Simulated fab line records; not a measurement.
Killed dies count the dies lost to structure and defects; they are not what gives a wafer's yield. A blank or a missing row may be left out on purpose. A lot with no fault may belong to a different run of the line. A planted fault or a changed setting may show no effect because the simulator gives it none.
fab line records	flow nand-harc
[record] lots = 6	wafers = 18	last-day = 32
route steps=1302 shown THIN_TSV@1256
lots untouched by any fault: they come from a run of this same line in which no faults occurred
start-h: hours from the record's opening day to when the first of the lot's shown wafers began	wait-h: how many hours have passed since the lot's step before this one	" as in the row above	L1.1+2: a single row standing in for several wafers	- value missing, or start not given	* or withheld: withheld	< > ~ a bound
route shown NAME@n: a module of which the file shows steps, and the number in the route of the first	usual: average and standard deviation across the fault-free wafers	same: alike in all rows	chamber/n: place in a boat	sites: each site's reading	_std_site: their standard deviation	_edge_site: inner sites' mean taken away from outer sites' mean	radius-mm: for every site, how far away it sits from the centre of the wafer	mask NAME#n: copy n	behind: the last tool/chamber to shape the wafer	hold: why the lot was held/for how many hours/how that ended	device: names the non-switching transistor (n, p or np)	end of line: at the end of the route, the tests of the same wafers	for a step that has no rows: nothing shown but its recipe	killed: dies lost to structure and defects at the first sort, not the wafer's yield	map: a wafer's dies, x killed, . not, _ none there
set.NAME: the run value of the setting; set.NAME@STEP: its run value at that earlier step	model.NAME: the simulator's own value behind a step, which no gauge read
a table for each step, a row for each wafer; lots at some steps of the route
services: from which hour (start-h, from the record's first day; less than 0 if before it) a tool's chamber was out of use, for how many hours, and why
[[steps]]
[step NHARC_THIN_TSV_EXPOSE_09]
[recipe] na = 0.55	dose-mj = 30.7	mask-id = TSV
[step NHARC_THIN_TSV_PEB_10]
[recipe] peb-temp-c = 118	peb-time-s = 85
[step NHARC_THIN_TSV_DEVELOP_11]
[recipe] time-s = 70
[step NHARC_THIN_TSV_CD_MEAS_12]
[recipe] target-cd-nm = 1000	landing-energy-ev = 500
[usual] cd-nm = 1000.4/2.4
lot.wafer	tool	chamber	start-h	wait-h	cd-nm
L162.2	cd-sem-03	0	651.55	-	1005.6
L162.4	"	0	"	"	1003.9
L162.6	"	0	"	"	1003.3
L158.1	cd-sem-03	0	677.13	-	997.7
L158.5	"	0	"	"	997.8
L158.6	"	0	"	"	998.9
L165.3	cd-sem-02	0	696.48	-	997.2
L165.4	"	0	"	"	1000.4
L165.5	"	0	"	"	1004.4
L168.1	cd-sem-03	0	711.70	-	999.9
L168.3	"	0	"	"	1004.0
L168.4	"	0	"	"	1003.6
L169.1	cd-sem-02	0	729.03	-	999.9
L169.3	"	0	"	"	997.6
L169.6	"	0	"	"	1000.6
L172.1	cd-sem-01	0	748.89	-	1001.3
L172.3	"	0	"	"	1001.7
L172.6	"	0	"	"	1000.7
[step NHARC_THIN_TSV_HARDBAKE_13]
[recipe] temp-c = 125	time-s = 80
[step NHARC_THIN_TSV_DESCUM_14]
[recipe] time-s = 3	o2-flow-sccm = 200	ar-flow-sccm = 0	bias-power-w = 0	chemistry = O2
[usual] drypump-motor-current-A = 5.7/0.32	oes-product-au = 1.000/0.015	rf-vpp-V = 57.9/0.96	showerhead-plenum-p-Torr = 1.92/0.08	throttle-valve-pct = 11.311/0.0076
[same] time-s = 3
lot.wafer	tool	chamber	start-h	wait-h	drypump-motor-current-A	oes-product-au	rf-hours-counter-h	rf-vpp-V	showerhead-plenum-p-Torr	throttle-valve-pct
L162.2	rie-diel-03	2	651.70	-	6.2	0.991	1.3	56.5	1.91	11.305
L162.4	"	1	"	"	5.4	0.981	1.4	57.6	1.87	11.312
L162.6	"	2	"	"	6.2	0.983	-	59.0	1.91	11.315
L158.1	rie-diel-11	1	677.32	-	6.1	0.988	4.5	58.2	1.88	11.293
L158.6	"	2	"	"	5.8	1.012	-	56.9	1.90	11.297
L158.5	"	3	"	"	5.4	0.997	-	58.7	2.02	11.326
L165.4	rie-diel-01	0	696.64	-	5.2	1.031	5.0	56.1	1.88	11.305
L165.3	"	1	"	"	5.8	0.995	5.6	56.7	2.03	11.319
L165.5	"	3	"	"	5.8	1.013	-	57.4	1.79	11.306
L168.1	rie-diel-01	2	711.86	-	5.8	1.005	6.1	58.1	1.92	11.304
L168.3	"	3	"	"	5.8	1.017	4.2	57.6	1.78	11.328
L168.4	"	1	"	"	5.8	0.997	6.5	58.9	2.03	11.312
L169.1	rie-diel-03	2	729.19	-	6.2	0.988	7.2	57.1	1.91	11.311
L169.3	"	0	"	"	5.4	0.997	6.3	57.4	2.00	11.316
L169.6	"	2	"	"	6.2	0.992	-	58.4	1.91	11.319
L172.1	rie-diel-01	0	749.07	-	5.2	1.011	0.5	57.5	1.88	11.301
L172.3	"	1	"	"	5.8	0.993	0.2	58.2	2.03	11.297
L172.6	"	2	"	"	5.7	1.028	-	57.7	1.92	11.324
[step NHARC_THIN_TSV_ETCH_44]
[recipe] target-depth-a = 15942	time-s = 797.1	cf4-flow-sccm = 150	o2-flow-sccm = 10	ar-flow-sccm = 0	rf-w = 300	bias-w = 800	chemistry = CF4/O2
[usual] drypump-motor-current-A = 5.7/0.31	oes-product-au = 0.998/0.015	rf-vpp-V = 796/4.4	showerhead-plenum-p-Torr = 1.85/0.07	throttle-valve-pct = 16.914/0.0084
[same] time-s = 797.1
lot.wafer	tool	chamber	start-h	wait-h	drypump-motor-current-A	oes-product-au	rf-hours-counter-h	rf-vpp-V	showerhead-plenum-p-Torr	throttle-valve-pct
L162.2	rie-diel-03	2	651.79	0.1	6.2	0.990	1.4	795	1.83	16.904
L162.4	"	0	"	"	5.4	1.002	1.2	800	1.91	16.922
L162.6	"	2	"	"	6.2	1.010	-	796	1.83	16.916
L158.1	rie-diel-11	2	677.43	0.1	5.8	1.009	3.5	794	1.82	16.906
L158.6	"	1	"	"	6.1	0.974	-	794	1.81	16.927
L158.5	"	2	"	"	5.8	0.998	-	794	1.82	16.913
L165.4	rie-diel-01	2	696.78	0.1	5.7	1.013	5.5	795	1.84	16.921
L165.3	"	0	"	"	5.2	1.039	5.1	793	1.80	16.926
L165.5	"	2	"	"	5.8	1.012	-	796	1.84	16.935
L168.4	rie-diel-01	1	711.95	0.1	5.8	0.985	6.6	802	1.94	16.914
L168.3	"	2	"	"	5.8	0.997	6.2	794	1.84	16.907
L168.1	"	3	"	"	5.8	1.015	4.3	787	1.72	16.904
L169.1	rie-diel-03	1	729.33	0.1	5.4	0.981	7.2	790	1.79	16.918
L169.3	"	3	"	"	5.8	0.999	6.6	803	1.96	16.910
L169.6	"	1	"	"	5.4	0.988	-	790	1.79	16.919
L172.1	rie-diel-01	2	749.20	0.1	5.7	1.023	0.3	795	1.84	16.912
L172.3	"	0	"	"	5.2	0.999	0.6	792	1.80	16.920
L172.6	"	2	"	"	5.7	1.025	-	795	1.84	16.905
[step NHARC_THIN_TSV_ETCH_15]
[recipe] target-depth-a = 30000	bosch-target-overetch-cycles = 2	bosch-etch-step-s = 2.8	bosch-dep-step-s = 1.2	bosch-cycles = 14
[usual] drypump-motor-current-A = 5.8/0.44
lot.wafer	tool	chamber	start-h	wait-h	drypump-motor-current-A	rf-hours-counter-h
L162.4	rie-si-01	2	652.36	-	5.8	0.7
L162.2	"	0	"	"	6.0	0.6
L162.6	"	2	"	"	5.8	-
L158.1	rie-si-05	2	677.97	-	5.7	0.0
L158.6	"	0	"	"	5.5	-
L158.5	"	1	"	"	5.9	-
L165.3	rie-si-03	0	697.31	-	6.5	0.7
L165.4	"	1	"	"	5.6	0.7
L165.5	"	3	"	"	4.8	-
L168.3	rie-si-03	0	712.52	-	6.5	0.8
L168.4	"	1	"	"	5.6	0.8
L168.1	"	3	"	"	4.8	0.7
L169.3	rie-si-05	0	729.84	-	5.4	0.3
L169.1	"	2	"	"	5.7	0.2
L169.6	"	1	"	"	5.9	-
L172.1	rie-si-01	0	749.71	-	6.0	0.2
L172.3	"	2	"	"	5.9	0.1
L172.6	"	2	"	"	5.8	-
[step NHARC_THIN_TSV_CD_MEAS_16]
[usual] cd-nm = 1000.5/2.5
lot.wafer	tool	chamber	start-h	wait-h	cd-nm
L162.2	cd-sem-01	-	652.52	0.1	1005.1
L162.4	"	-	"	"	1004.3
L162.6	"	-	"	"	1002.6
L158.1	cd-sem-03	-	678.09	0.1	997.5
L158.5	"	-	"	"	997.3
L158.6	"	-	"	"	999.4
L165.3	cd-sem-01	-	697.44	0.1	996.8
L165.4	"	-	"	"	1000.5
L165.5	"	-	"	"	1003.7
L168.1	cd-sem-02	-	712.67	0.1	1000.3
L168.3	"	-	"	"	1003.3
L168.4	"	-	"	"	1003.2
L169.1	cd-sem-01	-	729.99	0.1	1000.1
L169.3	"	-	"	"	997.9
L169.6	"	-	"	"	1001.2
L172.1	cd-sem-01	-	749.88	0.2	1002.7
L172.3	"	-	"	"	1001.0
L172.6	"	-	"	"	1001.0
[step NHARC_THIN_TSV_STRIP_45]
[recipe] power-w = 1500	temp-c = 250	chemistry = O2
[usual] drypump-motor-current-A = 5.6/0.44	heater-power-w = 350/18	temp-c = 249.99/0.17
lot.wafer	tool	chamber	start-h	wait-h	drypump-motor-current-A	heater-power-w	rf-hours-counter-h	temp-c
L162.2	plasma-asher-02	0	652.64	0.1	5.8	355	8	249.43
L162.4	"	0	"	"	5.8	360	-	249.67
L162.6	"	1	"	"	5.9	333	-	250.02
L158.1	plasma-asher-02	0	678.17	0.1	5.9	364	12	250.08
L158.6	"	0	"	"	5.8	359	-	250.02
L158.5	"	1	"	"	5.9	324	-	249.89
L165.3	plasma-asher-02	0	697.61	0.2	5.8	346	-	249.96
L165.4	"	1	"	"	5.9	333	-	249.83
L165.5	"	0	"	"	5.8	356	-	249.96
L168.1	plasma-asher-02	0	712.74	0.1	5.9	365	21	249.89
L168.3	"	0	"	"	5.9	365	-	250.01
L168.4	"	1	"	"	5.9	329	-	249.93
L169.1	plasma-asher-01	0	730.06	0.1	5.2	373	4	249.75
L169.3	"	1	"	"	4.8	345	-	250.03
L169.6	"	1	"	"	4.8	346	-	250.02
L172.1	plasma-asher-02	0	750.00	0.1	5.9	362	28	249.73
L172.3	"	1	"	"	5.9	328	-	249.83
L172.6	"	1	"	"	5.9	320	-	249.93
[step NHARC_THIN_TSV_STRIP_46]
[recipe] time-s = 1200	temp-c = 72.5	chemistry = post-etch-residue-remover
[step NHARC_THIN_TSV_DEP_47]
[recipe] target-thk-a = 2000	temp-c = withheld	pressure-torr = 6.5	rf-w = 900	teos-flow-sccm = 161.4	flow-sccm = 2650	target-thk-nm = 200	gas = O2	material = SiO2
[usual] throttle-valve-pct = 15.9/0.45
lot.wafer	tool	chamber	start-h	wait-h	throttle-valve-pct
L162.2	pecvd-04	2	653.48	-	15.5
L162.6	"	0	"	"	15.8
L162.4	"	1	"	"	16.1
L158.1	pecvd-04	1	679.01	-	16.5
L158.6	"	0	"	"	15.7
L158.5	"	2	"	"	15.5
L165.3	pecvd-03	0	698.36	-	15.3
L165.4	"	2	"	"	16.2
L165.5	"	0	"	"	15.3
L168.3	pecvd-03	0	713.59	-	15.2
L168.1	"	1	"	"	15.4
L168.4	"	1	"	"	15.6
L169.1	pecvd-02	2	730.86	-	15.4
L169.3	"	0	"	"	16.8
L169.6	"	1	"	"	15.7
L172.1	pecvd-02	0	750.75	-	16.6
L172.3	"	2	"	"	15.7
L172.6	"	1	"	"	15.6
[step NHARC_THIN_TSV_ETCHBACK_48]
[recipe] target-depth-a = 10285	over-etch-frac = 0.3	time-s = 405.17	ion-energy-ev = 250	c4f8-flow-sccm = withheld	ar-flow-sccm = withheld	rf-w = 600	bias-w = 300	chemistry = C4F8/Ar
[usual] oes-product-au = 0.94/0.032	rf-vpp-V = 548/3.3	run-length-s = 426.4/0.35
lot.wafer	tool	chamber	start-h	wait-h	oes-product-au	rf-hours-counter-h	rf-vpp-V	run-length-s
L162.2	rie-diel-01	3	653.86	-	0.94	2.3	542	426.1
L162.4	"	0	"	"	0.94	3.6	546	427.0
L162.6	"	2	"	"	0.92	-	547	426.4
L158.1	rie-diel-11	2	679.44	-	0.97	3.9	548	426.5
L158.5	"	0	"	"	0.98	-	544	425.8
L158.6	"	1	"	"	0.96	-	545	427.1
L165.4	rie-diel-01	1	698.75	-	0.91	6.1	552	426.7
L165.3	"	2	"	"	0.91	5.8	548	426.5
L165.5	"	0	"	"	0.94	-	547	426.7
L168.4	rie-diel-11	0	713.98	-	0.92	6.9	544	177.4
L168.1	"	1	"	"	0.90	6.7	546	426.5
L168.3	"	2	"	"	0.93	5.6	549	177.4
L169.1	rie-diel-11	2	731.26	-	0.92	6.4	546	426.4
L169.3	"	3	"	"	0.91	6.5	553	177.7
L169.6	"	3	"	"	0.93	-	551	426.4
L172.1	rie-diel-01	3	751.15	-	0.96	0.7	543	425.7
L172.3	"	0	"	"	0.98	0.7	545	426.8
L172.6	"	0	"	"	0.98	-	546	426.3
[step NHARC_THIN_TSV_STRIP_62]
[recipe] power-w = 1500	temp-c = 250	time-s = 20	chemistry = N2/H2
[[services]]
tool	chamber	start-h	hours	kind
rie-si-01	1	629.04	3.8	repair
rie-diel-11	-	629.40	9.0	pm
pecvd-04	-	631.70	13.0	pm
pecvd-02	1	635.27	8.1	repair
rie-diel-03	-	635.30	9.0	pm
rie-si-03	3	637.28	3.3	repair
rie-diel-01	0	640.30	-	clean
rie-diel-01	1	640.30	-	clean
rie-diel-01	2	640.30	-	clean
rie-diel-01	3	640.30	-	clean
rie-si-05	-	659.00	9.0	pm
rie-si-03	3	665.14	1.8	repair
pecvd-02	0	669.83	5.5	repair
pecvd-02	1	670.17	6.6	repair
pecvd-03	1	680.71	5.1	repair
pecvd-03	-	690.78	0.8	repair
plasma-asher-01	-	696.39	9.0	pm
rie-diel-11	1	697.63	4.5	repair
pecvd-02	0	713.38	2.0	repair
rie-si-01	-	724.00	9.0	pm
pecvd-04	1	727.46	20.0	repair
pecvd-03	-	728.24	13.0	pm
rie-diel-01	-	734.80	9.0	pm
rie-si-01	1	744.05	5.7	repair
[[key]]
[first-sign] step = NHARC_THIN_TSV_ETCHBACK_48	reading = run-length-s	direction = down	sigmas = 99+	usual = *	struck = *
effect none on later readings
met-at NHARC_THIN_TSV_ETCHBACK_48
struck-wafers L168.3,L168.4,L169.3
later-rows-left-out L168.3,L168.4,L169.3
sort-left-out L168.3,L168.4,L169.3
onset-between 679.44 713.98
[fault] kind = process-parameter-drift	tool = rie-diel-11	chamber = -	onset-h = 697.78	steps = NHARC_THIN_TSV_ETCHBACK_48	channel = time-s	offset = *	shape = step	end-h = 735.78	scope = struck-wafers-only	acts-in = *	stated = *
// sort-left-out: the simulated sort isn't trusted on such a fault, so these wafers' sort isn't shown, and their yield isn't known
// later-rows-left-out: the simulator's readings of these wafers behind a module that went badly wrong aren't trusted and aren't shown, but for the sort
